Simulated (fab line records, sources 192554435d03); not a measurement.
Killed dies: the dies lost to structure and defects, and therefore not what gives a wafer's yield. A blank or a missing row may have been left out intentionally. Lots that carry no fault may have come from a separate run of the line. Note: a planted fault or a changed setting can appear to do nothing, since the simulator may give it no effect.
8D (eight disciplines) problem report, filled in by code    flow n5_finfet    the parts of the form that need people (team, actions taken, sign-off) are left out

== 1. THE ISSUE ==
Wafers without a fault read 1499.6 rpm, standard deviation 1.1; spin_speed_rpm at N5_BEOL_M9_COAT_22 reads a mean of 1440.3 rpm on 6 wafers belonging to 2 lots. That puts it -54 standard deviations away from the usual mean.
The step: resist thk 30 nm.
Seen first at day 13 20:44 on litho_track-02, wafer L422.1. At this step, 12 wafers from 4 lots have a number in the record. Rule for "out", or "out of limits": more than 4 standard deviations from the usual mean. The other wafers with a number count as sound.

== 2. WHAT IT IS AND WHAT IT IS NOT ==
question                     is                      is not
which readings at this step  spin_speed_rpm          exhaust_pa
which lots                   L422, L423              L411, L424
which wafers of those lots   all that have a number  -
read on which tools          litho_track-02          litho_track-04
when                         from day 13 20:44       up to then (3 sound wafers); but 3 sound wafers of L424 came after

== 3. SUSPECTS, AND WHAT RULES EACH OUT ==
Counting: a tool stays on the suspect list if, at a process step up to the reading, it processed all lots that are out and no sound lot following the first of them.
- litho_track-02 at N5_BEOL_M9_COAT_22 (resist thk 30 nm): kept. It processed each lot that is out, first L422 at day 13 20:44, and no sound lot thereafter; up to then, the last sound lot it processed was L411 at day 10 11:46. On those wafers its own readings are out: spin_speed_rpm.
Remaining after the count: litho_track-02 at N5_BEOL_M9_COAT_22.

== 4. THE CAUSE (what the simulator had put in) ==
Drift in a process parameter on litho_track-02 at N5_BEOL_M9_COAT_22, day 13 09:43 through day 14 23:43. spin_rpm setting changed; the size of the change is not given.
Only this tool survived the counting.

== 5. SEQUENCE OF EFFECTS, ordered by route ==
Each row: a reading whose mean over the struck wafers that have a number lies more than 3 standard deviations from the usual. Readings are gone through only where the record gives a usual standard deviation; hours: the median, over the lots, of the time from a lot's start at the first step in this table giving one to that lot's start at this step; sigmas: the change measured in usual standard deviations.
hours  step                reading         usual       on struck wafers  change  sigmas
0      N5_BEOL_M9_COAT_22  spin_speed_rpm  1499.6 rpm  1440.3            -59.2   -54
Its process steps:
- N5_BEOL_M9_COAT_22: resist thk 30 nm.

== 6. WHAT WOULD HAVE CAUGHT IT SOONER ==
The fault began at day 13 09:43; the first out-of-limits reading in this record came at day 13 20:44, 11 hours later.
